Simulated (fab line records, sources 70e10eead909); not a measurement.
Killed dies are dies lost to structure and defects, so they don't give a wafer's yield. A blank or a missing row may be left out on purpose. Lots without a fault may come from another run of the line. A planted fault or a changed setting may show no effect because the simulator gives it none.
fab line records | flow nand_harc
record lots=6 wafers=18 last_day=34
route steps=1302 shown P_GATE@136 END@1302
lots that met no fault: from a run of the same line without faults
start_h: hours from the record's first day to the start of the lot's first wafer shown | wait_h: hours since the lot's step before | " the same as in the row above | L1.1+2: a row that stands for several wafers | - no value, or no start given | * or withheld: withheld | < > ~ a bound
route shown NAME@n: a module of which the file shows steps, and the number in the route of the first | usual: mean/standard deviation of fault-free wafers | same: alike in all rows | chamber/n: place in a boat | sites: the reading at each site | _std_site: their standard deviation | _edge_site: outer sites' mean less inner sites' | radius_mm: how far each site lies from the wafer's centre | mask NAME#n: copy n | behind: the tool/chamber that last shaped the wafer | hold: why the lot was held/for how many hours/how that ended | device: the transistor (n, p or np) that didn't switch | end of line: the same wafers' tests at the end of the route | a step without rows: its recipe alone | killed: dies lost to structure and defects at the first sort, not the wafer's yield | map: a wafer's dies, x killed, . not, _ none there
set.NAME: the setting as run; set.NAME@STEP: as run at that earlier step | model.NAME: the simulator's own value behind a step, which no gauge read
lots at some steps of the route; a table a step, a row a wafer
services: from which hour (start_h, from the record's first day; less than 0 if before it) a tool's chamber was out of use, for how many hours, and why
## steps
# step NHARC_P_GATE_SOFTBAKE_21
# recipe temp_c=105 time_s=55
# step NHARC_P_GATE_EBR_22
# step NHARC_P_GATE_EXPOSE_23
# recipe na=1.35 target_cd_nm=120 dose_mj=93.91 mask_id=P_GATE
# step NHARC_P_GATE_PEB_24
# recipe peb_temp_c=100 peb_time_s=65
# step NHARC_P_GATE_DEVELOP_25
# recipe develop_time_s=35 dev_temp_c=23
# step NHARC_P_GATE_CD_MEAS_26
# recipe target_cd_nm=120 landing_energy_ev=500
# usual cd_nm=120.1/0.58
# columns lot.wafer tool chamber start_h wait_h cd_nm
L628.1 cd_sem-01 0 138.13 - 120.1
L628.4 " 0 " " 119.7
L628.5 " 0 " " 119.6
L630.1 cd_sem-02 0 159.49 - 120.6
L630.4 " 0 " " 119.5
L630.6 " 0 " " 120.6
L638.1 cd_sem-03 0 241.46 - 120.2
L638.2 " 0 " " 120.1
L638.4 " 0 " " 119.2
L639.1 cd_sem-02 0 251.11 - 120.7
L639.2 " 0 " " 120.8
L639.5 " 0 " " 119.7
L645.1 cd_sem-01 0 305.00 - 120.5
L645.2 " 0 " " 119.9
L645.3 " 0 " " 120.1
L646.1 cd_sem-03 0 331.85 - 120.1
L646.4 " 0 " " 120.5
L646.5 " 0 " " 120.7
# step NHARC_P_GATE_OVL_MEAS_27
# usual overlay_x_nm=-0.1/0.71 overlay_y_nm=-0.2/0.74
# columns lot.wafer tool chamber start_h wait_h overlay_x_nm overlay_y_nm
L628.1 overlay-02 - 138.22 - -0.9 -0.5
L628.4 " - " " -1.3 -0.9
L628.5 " - " " -0.8 -1.1
L630.1 overlay-02 - 159.58 - -0.4 0.2
L630.4 " - " " -0.3 0.0
L630.6 " - " " -0.2 0.3
L638.1 overlay-01 - 241.55 - 0.0 0.0
L638.2 " - " " -0.3 -1.4
L638.4 " - " " -0.4 -0.9
L639.1 overlay-01 - 251.20 - 0.5 -1.4
L639.2 " - " " 0.4 -1.3
L639.5 " - " " 0.1 -1.3
L645.1 overlay-02 - 305.09 - 0.1 -1.1
L645.2 " - " " -0.6 -1.7
L645.3 " - " " -0.1 -1.6
L646.1 overlay-01 - 331.94 - -1.0 -0.2
L646.4 " - " " -0.8 0.1
L646.5 " - " " -1.4 -0.2
# step NHARC_P_GATE_INSPECT_28
# usual raw_defect_count=6.3/2.7
# columns lot.wafer tool chamber start_h wait_h raw_defect_count
L628.1 defect_inspect-01 - 138.25 0.0 7
L628.4 " - " " 5
L628.5 " - " " 8
L630.1 defect_inspect-02 - 159.62 0.0 7
L630.4 " - " " 6
L630.6 " - " " 3
L638.1 defect_inspect-02 - 241.59 0.0 8
L638.2 " - " " 9
L638.4 " - " " 3
L639.1 defect_inspect-01 - 251.24 0.0 9
L639.2 " - " " 6
L639.5 " - " " 5
L645.1 defect_inspect-01 - 305.13 0.0 10
L645.2 " - " " 4
L645.3 " - " " 4
L646.1 defect_inspect-01 - 331.97 0.0 5
L646.4 " - " " 10
L646.5 " - " " 8
# step NHARC_P_GATE_DESCUM_31
# recipe time_s=3 o2_flow_sccm=200 ar_flow_sccm=0 bias_power_w=0 chemistry=O2
# step NHARC_P_GATE_ETCH_104
# recipe target_depth_a=600 time_s=withheld cf4_flow_sccm=100 chf3_flow_sccm=30 ar_flow_sccm=0 rf_w=500 bias_w=200 chemistry=CF4/CHF3
# usual bias_w=200.0/0.55 drypump_motor_current_A=5.6/0.4 oes_product_au=0.951/0.023 rf_fwd_power_W=491.3/2.7 rf_vpp_V=370.6/2.1 showerhead_plenum_p_Torr=1.57/0.062 throttle_valve_pct=16.802/0.0094
# columns lot.wafer tool chamber start_h wait_h bias_w drypump_motor_current_A oes_product_au rf_fwd_power_W rf_vpp_V showerhead_plenum_p_Torr throttle_valve_pct
L628.4 rie_diel-03 2 138.40 0.1 200.0 4.9 0.935 491.7 371.3 1.60 16.800
L628.1 " 3 " " 199.7 5.7 0.941 496.3 369.8 1.56 16.799
L628.5 " 2 " " 199.2 4.9 0.934 490.9 371.3 1.60 16.799
L630.4 rie_diel-01 3 159.77 0.1 200.0 4.8 0.933 488.1 372.3 1.65 16.803
L630.1 " 1 " " 199.3 5.6 0.928 490.9 367.3 1.49 16.788
L630.6 " 3 " " 200.6 4.8 0.942 487.0 372.7 1.65 16.795
L638.2 rie_diel-01 2 241.74 0.1 199.6 6.1 0.939 487.1 369.6 1.50 16.817
L638.4 " 3 " " 199.9 4.8 0.960 489.1 374.0 1.65 16.800
L638.1 " 0 " " 199.2 6.1 0.945 491.8 372.9 1.61 16.804
L639.1 rie_diel-01 2 251.39 0.1 199.3 6.1 0.965 487.0 369.4 1.50 16.802
L639.2 " 3 " " 198.9 4.8 0.968 487.4 373.8 1.65 16.800
L639.5 " 2 " " 200.8 6.1 0.957 488.3 368.3 1.50 16.804
L645.1 rie_diel-03 1 305.27 0.1 200.3 5.6 0.971 492.2 373.3 1.67 16.801
L645.3 " 2 " " 199.9 4.9 0.954 490.0 372.1 1.60 16.818
L645.2 " 0 " " 199.8 5.9 0.990 489.5 372.3 1.64 16.794
L646.1 rie_diel-10 0 332.12 0.1 199.8 5.9 0.961 492.7 373.4 1.64 16.796
L646.4 " 1 " " 199.7 5.8 0.934 494.3 368.8 1.50 16.808
L646.5 " 3 " " 200.1 5.7 0.955 492.9 370.3 1.53 16.794
# step NHARC_P_GATE_HM_OPEN_105
# recipe target_depth_a=3600 o2_flow_sccm=400 cos_flow_sccm=20 ar_flow_sccm=0 rf_w=500 bias_w=300 chemistry=O2/COS
# step NHARC_P_GATE_STRIP_106
# recipe o2_flow_sccm=400 cos_flow_sccm=20 ar_flow_sccm=0 bias_w=0 chemistry=O2/COS
# step NHARC_P_GATE_ETCH_114
# recipe target_depth_a=300 overetch_a=30 time_s=16.5 ion_energy_ev=100 cf4_flow_sccm=80 o2_flow_sccm=20 ar_flow_sccm=0 rf_w=300 bias_w=100 chemistry=CF4/O2
# usual bias_w=100.04/0.29 drypump_motor_current_A=5.6/0.42 oes_product_au=1.003/0.0098 rf_fwd_power_W=293.5/1.6 rf_vpp_V=197.8/1.4 showerhead_plenum_p_Torr=1.34/0.054 throttle_valve_pct=13.398/0.0081
# columns lot.wafer tool chamber start_h wait_h bias_w drypump_motor_current_A oes_product_au rf_fwd_power_W rf_hours_counter_h rf_vpp_V showerhead_plenum_p_Torr throttle_valve_pct
L628.1 rie_diel-03 3 138 - 100.11 5.7 1.008 295.5 1 197.5 1.33 13.399
L628.4 " 0 " " 100.00 5.9 1.010 292.3 1 198.5 1.39 13.411
L628.5 " 3 " " 100.10 5.7 1.013 296.0 - 197.4 1.33 13.398
L630.1 rie_diel-01 3 160 - 99.90 4.8 1.002 291.1 9 199.4 1.40 13.389
L630.4 " 0 " " 100.03 6.1 0.985 292.0 8 197.6 1.37 13.390
L630.6 " 2 " " 99.88 6.1 0.994 291.1 - 196.6 1.27 13.400
L638.1 rie_diel-01 2 242 - 100.25 6.1 0.988 293.9 1 196.4 1.27 13.405
L638.4 " 3 " " 100.20 4.8 1.005 293.1 1 200.7 1.40 13.385
L638.2 " 1 " " 100.15 5.6 1.001 293.7 1 195.8 1.26 13.403
L639.1 rie_diel-01 3 251 - 99.48 4.8 1.017 292.7 2 200.0 1.40 13.395
L639.2 " 0 " " 100.08 6.1 0.998 292.8 2 196.2 1.36 13.404
L639.5 " 3 " " 99.85 4.8 1.009 293.2 - 200.2 1.40 13.403
L645.3 rie_diel-03 2 305 - 99.50 4.9 1.002 291.6 0 197.1 1.36 13.395
L645.2 " 3 " " 100.17 5.7 1.008 294.7 0 198.0 1.32 13.404
L645.1 " 0 " " 100.22 5.9 1.018 292.1 0 198.3 1.39 13.388
L646.4 rie_diel-10 3 332 - 100.12 5.7 1.006 295.2 3 197.7 1.29 13.419
L646.1 " 1 " " 99.95 5.8 0.988 296.2 4 196.6 1.27 13.402
L646.5 " 3 " " 100.10 5.7 1.007 294.6 - 197.4 1.29 13.389
# step NHARC_P_GATE_ETCH_32
# recipe target_depth_a=1500 over_etch_frac=1 over_etch_ion_energy_ev=40 time_s=100.1 hbr_flow_sccm=150 cl2_flow_sccm=50 rf_w=400 icp_w=400 bias_w=100 chemistry=HBr/Cl2
# step NHARC_P_GATE_STRIP_108
# recipe o2_flow_sccm=500 ar_flow_sccm=0 bias_w=0 chemistry=O2
# usual drypump_motor_current_A=5.7/0.35 oes_product_au=1.003/0.011 rf_vpp_V=57.8/0.87 showerhead_plenum_p_Torr=3.52/0.13 throttle_valve_pct=17.037/0.0088
# same bias_w=0
# columns lot.wafer tool chamber start_h wait_h drypump_motor_current_A oes_product_au rf_hours_counter_h rf_vpp_V showerhead_plenum_p_Torr throttle_valve_pct
L628.1 rie_diel-10 2 138.93 - 5.5 0.999 4 59.5 3.50 17.036
L628.4 " 1 " " 5.8 0.985 4 57.8 3.38 17.023
L628.5 " 2 " " 5.5 0.991 - 57.6 3.50 17.029
L630.1 rie_diel-03 2 160.32 - 4.9 1.007 2 58.9 3.59 17.046
L630.4 " 3 " " 5.7 1.005 3 58.1 3.51 17.030
L630.6 " 1 " " 5.7 1.001 - 58.2 3.74 17.024
L638.1 rie_diel-10 3 242.30 - 5.7 1.007 8 58.0 3.42 17.032
L638.4 " 1 " " 5.8 0.984 11 57.2 3.38 17.046
L638.2 " 2 " " 5.5 1.010 9 58.1 3.49 17.040
L639.1 rie_diel-10 1 251.93 - 5.8 1.001 0 57.5 3.38 17.028
L639.2 " 3 " " 5.7 1.024 0 57.4 3.42 17.031
L639.5 " 0 " " 5.9 1.001 - 57.2 3.67 17.036
L645.1 rie_diel-01 0 305.81 - 6.1 0.987 6 57.7 3.60 17.046
L645.3 " 1 " " 5.6 1.006 6 57.3 3.33 17.038
L645.2 " 3 " " 4.8 0.984 6 58.2 3.69 17.048
L646.4 rie_diel-10 0 332.66 - 5.9 1.002 3 58.3 3.67 17.035
L646.1 " 2 " " 5.5 0.993 4 57.2 3.49 17.040
L646.5 " 0 " " 5.9 1.000 - 57.2 3.67 17.037
# step NHARC_P_GATE_CD_MEAS_33
# usual cd_nm=120.2/2.6
# columns lot.wafer tool chamber start_h wait_h cd_nm
L628.1 cd_sem-01 - 139.11 - 122.2
L628.4 " - " " 126.5
L628.5 " - " " 125.9
L630.1 cd_sem-01 - 160.48 - 119.6
L630.4 " - " " 123.8
L630.6 " - " " 124.6
L638.1 cd_sem-02 - 242.48 - 115.9
L638.2 " - " " 119.9
L638.4 " - " " 121.2
L639.1 cd_sem-01 - 252.09 - 118.7
L639.2 " - " " 120.2
L639.5 " - " " 120.0
L645.1 cd_sem-03 - 305.99 - 119.9
L645.2 " - " " 118.1
L645.3 " - " " 117.7
L646.1 cd_sem-01 - 332.83 - 122.0
L646.4 " - " " 123.0
L646.5 " - " " 120.0
# step NHARC_P_GATE_STRIP_35
# recipe time_s=600 temp_c=130 chemistry=SPM
# step NHARC_P_GATE_PRECLEAN_73
# recipe time_s=* temp_c=50 bath_age_min=0 chemistry=SC1
# step NHARC_P_GATE_SRD_74
# step NHARC_P_GATE_ALD_36
# recipe target_thk_a=200 pulse_time_s=60 ald_cycles=223 temp_c=400 material=SiNx
# step NHARC_P_GATE_ETCHBACK_37
# recipe target_depth_a=345 time_s=17.2 chf3_flow_sccm=50 o2_flow_sccm=10 ar_flow_sccm=200 rf_w=500 bias_w=200 chemistry=CHF3/O2
# step NHARC_P_GATE_STRIP_101
# recipe time_s=20 o2_flow_sccm=500 ar_flow_sccm=0 bias_w=0 chemistry=O2
# usual drypump_motor_current_A=5.6/0.39 oes_product_au=1.002/0.011 rf_vpp_V=57.8/0.92 showerhead_plenum_p_Torr=3.53/0.14 throttle_valve_pct=17.037/0.0085
# same bias_w=0
# columns lot.wafer tool chamber start_h wait_h drypump_motor_current_A oes_product_au rf_hours_counter_h rf_vpp_V showerhead_plenum_p_Torr throttle_valve_pct
L628.4 rie_diel-01 3 151.23 0.1 4.8 1.000 8 58.1 3.70 17.032
L628.1 " 0 " " 6.1 0.988 8 59.4 3.61 17.045
L628.5 " 2 " " 6.1 1.009 - 55.5 3.36 17.043
L630.1 rie_diel-01 1 170.44 0.1 5.6 0.997 8 56.0 3.34 17.044
L630.4 " 2 " " 6.1 0.996 9 57.3 3.36 17.046
L630.6 " 1 " " 5.6 1.014 - 55.8 3.34 17.020
L638.2 rie_diel-03 1 252.60 0.1 5.6 1.011 8 59.0 3.74 17.042
L638.1 " 2 " " 4.9 0.999 9 57.5 3.59 17.048
L638.4 " 3 " " 5.7 1.011 9 57.3 3.50 17.024
L639.1 rie_diel-03 0 262.19 0.1 5.9 1.011 10 57.7 3.67 17.046
L639.2 " 3 " " 5.7 1.009 10 56.8 3.50 17.043
L639.5 " 0 " " 5.8 1.017 - 56.8 3.67 17.049
L645.2 rie_diel-03 2 316.10 0.1 5.0 0.997 0 57.5 3.59 17.048
L645.3 " 3 " " 5.7 1.007 0 56.7 3.50 17.039
L645.1 " 0 " " 5.9 0.998 0 59.3 3.67 17.040
L646.1 rie_diel-01 3 342.94 0.1 4.8 0.988 9 57.9 3.69 17.027
L646.4 " 1 " " 5.6 1.003 - 56.6 3.33 17.039
L646.5 " 3 " " 4.9 0.991 - 57.9 3.69 17.035
# step NHARC_P_GATE_PRECLEAN_97
# recipe time_s=600 temp_c=120 chemistry=SPM
# step NHARC_P_GATE_SRD_98
# step NHARC_P_GATE_PRECLEAN_99
# recipe time_s=* temp_c=50 bath_age_min=0 chemistry=SC1
# step NHARC_P_GATE_SRD_100
# step NHARC_P_GATE_DEHYDRATE_38
# recipe temp_c=150 time_s=120
# step NHARC_P_GATE_HMDS_39
# recipe time_s=30
# step NHARC_P_GATE_COAT_40
# recipe spin_rpm=3000
# step NHARC_P_GATE_SOFTBAKE_41
# recipe temp_c=122 time_s=95
# step NHARC_P_GATE_EBR_42
# step NHARC_P_GATE_EXPOSE_43
# recipe na=0.6 target_cd_nm=720 dose_mj=14.81 mask_id=P_NSD
# step NHARC_P_GATE_PEB_44
# recipe peb_temp_c=118 peb_time_s=85
# step NHARC_P_GATE_DEVELOP_45
# recipe time_s=70
# step NHARC_P_GATE_CD_MEAS_46
# recipe target_cd_nm=720 landing_energy_ev=500
# usual cd_nm=720.3/1.7
# columns lot.wafer tool chamber start_h wait_h cd_nm
L628.1 cd_sem-01 0 152.23 - 720.4
L628.4 " 0 " " 719.9
L628.5 " 0 " " 722.3
L630.1 cd_sem-03 0 171.24 - 721.1
L630.4 " 0 " " 717.3
L630.6 " 0 " " 719.0
L638.1 cd_sem-01 0 253.52 - 721.2
L638.2 " 0 " " 720.1
L638.4 " 0 " " 718.3
L639.1 cd_sem-03 0 263.10 - 721.5
L639.2 " 0 " " 719.4
L639.5 " 0 " " 720.3
L645.1 cd_sem-02 0 317.02 - 718.0
L645.2 " 0 " " 718.2
L645.3 " 0 " " 720.4
L646.1 cd_sem-02 0 343.87 - 719.2
L646.4 " 0 " " 720.3
L646.5 " 0 " " 716.5
# step NHARC_P_GATE_HARDBAKE_47
# recipe temp_c=125 time_s=80
# step NHARC_P_GATE_DESCUM_48
# recipe time_s=3 o2_flow_sccm=200 ar_flow_sccm=0 bias_power_w=0 chemistry=O2
# usual drypump_motor_current_A=5.6/0.39 oes_product_au=1.003/0.01 rf_vpp_V=57.8/0.84 showerhead_plenum_p_Torr=1.93/0.078 throttle_valve_pct=11.311/0.0096
# same bias_power_w=0
# columns lot.wafer tool chamber start_h wait_h drypump_motor_current_A oes_product_au rf_hours_counter_h rf_vpp_V showerhead_plenum_p_Torr throttle_valve_pct
L628.1 rie_diel-10 2 152.42 - 5.4 1.012 4 57.2 1.89 11.311
L628.4 " 3 " " 5.7 1.013 3 58.1 1.85 11.298
L628.5 " 1 " " 5.8 1.001 - 58.6 1.83 11.305
L630.4 rie_diel-10 0 171.41 - 5.9 0.984 6 58.5 2.00 11.324
L630.1 " 2 " " 5.4 1.013 6 58.3 1.89 11.313
L630.6 " 0 " " 5.9 0.996 - 56.6 2.00 11.322
L638.4 rie_diel-01 3 253.68 - 4.8 1.000 2 59.7 2.01 11.326
L638.1 " 0 " " 6.0 1.001 2 58.6 1.96 11.311
L638.2 " 1 " " 5.6 1.006 2 57.3 1.80 11.300
L639.1 rie_diel-03 1 263.28 - 5.7 1.000 9 56.6 2.04 11.317
L639.2 " 3 " " 5.7 1.015 10 57.9 1.90 11.305
L639.5 " 1 " " 5.6 1.005 - 58.5 2.04 11.320
L645.2 rie_diel-03 3 317.18 - 5.7 1.017 0 57.3 1.90 11.304
L645.3 " 0 " " 5.9 1.009 0 58.0 2.00 11.304
L645.1 " 2 " " 4.9 0.992 0 58.6 1.95 11.328
L646.1 rie_diel-01 0 344.05 - 6.1 1.000 9 57.9 1.95 11.309
L646.5 " 3 " " 4.9 1.004 - 58.2 2.01 11.314
L646.4 " 1 " " 5.6 1.007 - 55.4 1.80 11.318
# step NHARC_P_GATE_IMPLANT_49
# recipe energy_kev=30 dose_cm2=3e+15 tilt_deg=7
# step NHARC_P_GATE_STRIP_111
# recipe power_w=1500 temp_c=110 time_s=250 chemistry=N2/H2
# step NHARC_P_GATE_STRIP_75
# recipe power_w=1500 temp_c=250 chemistry=O2
# usual drypump_motor_current_A=5.59/0.23 heater_power_w=337/20
# columns lot.wafer tool chamber start_h wait_h drypump_motor_current_A heater_power_w rf_hours_counter_h
L628.1 plasma_asher-01 1 153.07 0.2 5.49 349 32
L628.4 " 0 " " 5.48 335 -
L628.5 " 0 " " 5.48 335 -
L630.1 plasma_asher-02 1 172.47 0.2 6.00 304 18
L630.4 " 1 " " 5.96 311 -
L630.6 " 1 " " 5.96 306 -
L638.1 plasma_asher-01 0 254.36 0.3 5.49 352 16
L638.2 " 1 " " 5.51 340 16
L638.4 " 0 " " 5.48 357 -
L639.2 plasma_asher-02 1 263.93 0.2 5.93 311 0
L639.1 " 0 " " 5.41 354 0
L639.5 " 1 " " 5.93 300 -
L645.2 plasma_asher-02 1 317.87 0.2 5.98 310 12
L645.1 " 0 " " 5.41 365 12
L645.3 " 1 " " 5.94 306 -
L646.1 plasma_asher-02 0 345.28 0.2 5.42 351 17
L646.4 " 1 " " 5.96 302 -
L646.5 " 0 " " 5.41 359 -
# step NHARC_P_GATE_STRIP_50
# recipe time_s=900 temp_c=130 chemistry=SPM
# step NHARC_P_GATE_DEHYDRATE_51
# recipe temp_c=150 time_s=120
# step NHARC_P_GATE_INSPECT_68
# usual raw_defect_count=205/78
# columns lot.wafer tool chamber start_h wait_h raw_defect_count
L628.1 defect_inspect-02 - 158.84 0.2 252
L628.4 " - " " 206
L628.5 " - " " 299
L630.1 defect_inspect-02 - 178.20 0.2 204
L630.4 " - " " 196
L630.6 " - " " 162
L638.1 defect_inspect-02 - 259.90 0.2 1403
L638.2 " - " " 1383
L638.4 " - " " 1388
L639.1 defect_inspect-01 - 269.56 0.2 1333
L639.2 " - " " 1293
L639.5 " - " " 1337
L645.1 defect_inspect-02 - 323.60 0.2 201
L645.2 " - " " 132
L645.3 " - " " 135
L646.1 defect_inspect-01 - 354.45 0.2 170
L646.4 " - " " 119
L646.5 " - " " 146
# step NHARC_END_SORT_01
# recipe temp_c=25
# usual killed_at_array=64/16 killed_at_other=1.0/1.1 killed_at_periphery=3.5/2.3 killed_dies=69/17 killed_open=3.2/1.6 killed_short=2.4/1.6
# same gross_dies=677
# columns lot.wafer tool chamber start_h wait_h killed_at_array killed_at_other killed_at_periphery killed_dies killed_open killed_short
L638.1 prober-02 0 707.01 2.5 34 0 109 143 1 2
L638.2 prober-02 0 707.80 2.8 35 0 97 132 3 0
L638.4 prober-02 0 709.39 3.4 47 1 97 145 1 2
L639.1 prober-01 0 724.33 2.5 48 1 95 144 3 4
L639.2 prober-01 0 725.14 2.8 45 0 95 140 3 2
L639.5 prober-01 0 727.57 3.7 47 1 99 147 1 0
# killed by level:class
L638.1 P_GATE:unspecified=100 A_CHANNEL_HOLE_D2:chamber_film_flake=22 P_BONDPAD:chamber_film_flake=5 A_CHANNEL_HOLE_D1:chamber_film_flake=5 P_M0:chamber_film_flake=4 A_CHANNEL_FILL_D1:chamber_film_flake=2 A_STAIRCASE:chamber_film_flake=2 A_ONON_D2:geometric_particle:short=1
L638.2 P_GATE:unspecified=89 A_CHANNEL_HOLE_D2:chamber_film_flake=20 A_CHANNEL_HOLE_D1:chamber_film_flake=7 P_BONDPAD:chamber_film_flake=5 A_SLIT:chamber_film_flake=5 A_WL_FILL:geometric_particle:open=2 P_M0:chamber_film_flake=2 A_M0:geometric_particle:open=1
L638.4 P_GATE:unspecified=94 A_CHANNEL_HOLE_D2:chamber_film_flake=26 A_CHANNEL_HOLE_D1:chamber_film_flake=12 A_SLIT:chamber_film_flake=4 A_ONON_D1:geometric_particle:short=1 A_ONON_D2:geometric_particle:short=1 A_ONON_D2:geometric_particle:open=1 P_ZERO_WELL:chamber_film_flake=1
L639.1 P_GATE:unspecified=91 A_CHANNEL_HOLE_D2:chamber_film_flake=21 A_CHANNEL_HOLE_D1:chamber_film_flake=12 A_CONTACT:chamber_film_flake=4 P_GATE:chamber_film_flake=2 A_STAIRCASE:chamber_film_flake=2 P_M0:geometric_particle:open=1 A_SOURCE_PLATE:geometric_particle:short=1
L639.2 P_GATE:unspecified=90 A_CHANNEL_HOLE_D2:chamber_film_flake=16 A_CHANNEL_HOLE_D1:chamber_film_flake=10 A_CONTACT:chamber_film_flake=6 A_SLIT:chamber_film_flake=4 P_GATE:chamber_film_flake=3 A_CHANNEL_FILL_D2:chamber_film_flake=2 A_SOURCE_PLATE:geometric_particle:open=1
L639.5 P_GATE:unspecified=96 A_CHANNEL_HOLE_D2:chamber_film_flake=25 A_CHANNEL_HOLE_D1:chamber_film_flake=13 A_STAIRCASE:chamber_film_flake=2 A_SLIT:chamber_film_flake=2 A_BLC:chamber_film_flake=2 A_M0:geometric_particle:open=1 P_ZERO_WELL:chamber_film_flake=1
# map L638.4 (x killed, . not)
____________.____________
_________......._________
_______..........._______
______.............______
_____.....x........._____
____.................____
____.................____
___.............x.x..x___
___.......x......x.x.x___
__.x........x.....xx.x.__
__x................x..x__
_.xxx..............xxxxx_
_xxxxxx..........x..x.x._
_xxxxxxx.........x.xxx.._
_xxxxxx........x...xxx.._
_xxxxxxx................_
xxxxxxxx............x....
xxxxxxxxx................
xxxxxxxx.................
xxxxxxxx.............x...
xxxxxxxx..........x..x...
_xxxxxxx....x.xx........_
_xxxxxxx.....x.........._
_.xxxxx.....xxx.x....x.._
_.xx.x.......x.........._
_x.x..........xx........_
__.x..........x........__
__..............x......__
___...................___
___...................___
____.................____
____.................____
_____..............._____
______.............______
_______..........._______
_________......._________
____________.____________
# map L639.5 (x killed, . not)
____________.____________
_________......._________
_______..........._______
______.............______
_____..............._____
____.................____
____.................____
___...................___
___...................___
__.x......x...........x__
__.................x.x.__
_xx..x.................._
_.xxxx...............x.._
_xxxxx.x.xx.........x..._
_xxxxxxx................_
_xxxxxxx..............x._
xxxxxxxx.................
xxxxxxxxxx...............
xxxxxxxxx................
xxxxxxxx.....x.x....x.x..
xxxxxxxxx...x..x....x....
_xxxxxxx...x..x.xx......_
_xxxxxxxx.x.x.xxxx..x..._
_xxxxx.x...xxx.x..x....._
_...xx.....xxxx.xx......_
_x..x........xx.x.x....._
__............xxx......__
__..........xx.x.......__
___............x......___
___........x..........___
____.................____
____.................____
_____..............._____
______.............______
_______..........._______
_________......._________
____________.____________
## services
# columns tool chamber start_h hours kind
rie_diel-01 0 133.80 - clean
rie_diel-01 1 133.80 - clean
rie_diel-01 2 133.80 - clean
rie_diel-01 3 133.80 - clean
plasma_asher-01 - 144.46 1.9 repair
plasma_asher-01 - 165.13 9.0 pm
rie_diel-01 2 192.03 7.2 repair
rie_diel-01 - 203.80 9.0 pm
rie_diel-03 - 217.78 1.6 repair
rie_diel-01 0 220.17 5.0 repair
rie_diel-01 0 231.12 6.9 repair
rie_diel-10 - 242.50 9.0 pm
plasma_asher-02 - 254.22 9.0 pm
rie_diel-10 0 263.36 3.4 repair
rie_diel-10 3 264.92 4.9 repair
rie_diel-03 - 281.45 9.0 pm
rie_diel-01 - 283.29 2.2 repair
plasma_asher-01 - 311.89 4.3 repair
rie_diel-03 1 316.79 4.0 repair
rie_diel-03 1 324.65 12.1 repair
plasma_asher-02 - 328.75 3.6 repair
plasma_asher-02 - 332.96 3.0 repair
plasma_asher-01 - 342.13 9.0 pm
rie_diel-01 2 342.79 9.9 repair
## key
first_sign step=NHARC_P_GATE_INSPECT_68 reading=raw_defect_count direction=up sigmas=15 usual=205 struck=1356
effect step=NHARC_END_SORT_01 reading=killed_at_periphery direction=up sigmas=41 usual=3.5 struck=98.7
more_kills_born_at NHARC_P_GATE_ETCH_114@rie_diel-01=559
met_at NHARC_P_GATE_ETCH_114
struck_wafers L638.1,L638.2,L638.4,L639.1,L639.2,L639.5
tester_left_out L638,L639
onset_between 160 242
also_fits NHARC_P_GATE_ETCH_104:rie_diel-01
fault kind=chamber_particle_source tool=rie_diel-01 chamber=- onset_h=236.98 steps=NHARC_P_GATE_ETCH_114 rate_per_visit_cm2=1.8063 end_h=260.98
# tester_left_out: of these lots the tester's yield and bins aren't shown, on N5 and GAA mostly nor the transistor test; their killed dies are dies lost to structure and defects alone, not to doping, threshold or leakage, so they don't give the yield
